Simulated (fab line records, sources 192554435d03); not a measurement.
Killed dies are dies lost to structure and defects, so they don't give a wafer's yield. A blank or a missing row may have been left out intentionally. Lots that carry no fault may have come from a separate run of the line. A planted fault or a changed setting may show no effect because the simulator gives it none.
Matching of chambers ; flow n5_finfet ; 3 sister chambers for N5_GATE_CUT_STRIP_59 on rie_diel-05
The step strips in N2/H2, time 20 s. 3 wafers are shown with their chamber, then 6 later ones without.

== WAFERS WITH THEIR CHAMBER ==
wafer;chamber;throttle_valve_pct (%)
L089.4;3;12.84
L094.1;2;12.37
L094.2;1;12.21

== WAFERS WITHOUT THEIR CHAMBER ==
wafer;throttle_valve_pct (%)
L095.1;12.38
L095.3;12.24
L095.6;12.87
L097.1;12.23
L097.4;12.39
L097.5;12.37

== EACH ONE'S CHAMBER ==
wafer;from the rows above;in truth
L095.1;2;2
L095.3;1;1
L095.6;3;3
L097.1;1;1
L097.4;2;2
L097.5;2;2
Correctly placed: 6 of 6. Left unplaced by these rows: 0. Number placed wrongly: 0.
How it was worked out, from the rows above alone: a wafer's distance from a chamber is the root of the sum, over the readings, of the square of ((its reading less the chamber's mean) divided by the reading's scatter). If the next closest chamber is less than 2 further off than the closest, the wafer can't be placed; otherwise it belongs to the closest. A chamber's mean is the mean of its shown wafers. The scatter: with one shown wafer a chamber, the root of the mean of the squares of how far each hidden wafer lies from its nearest shown one.
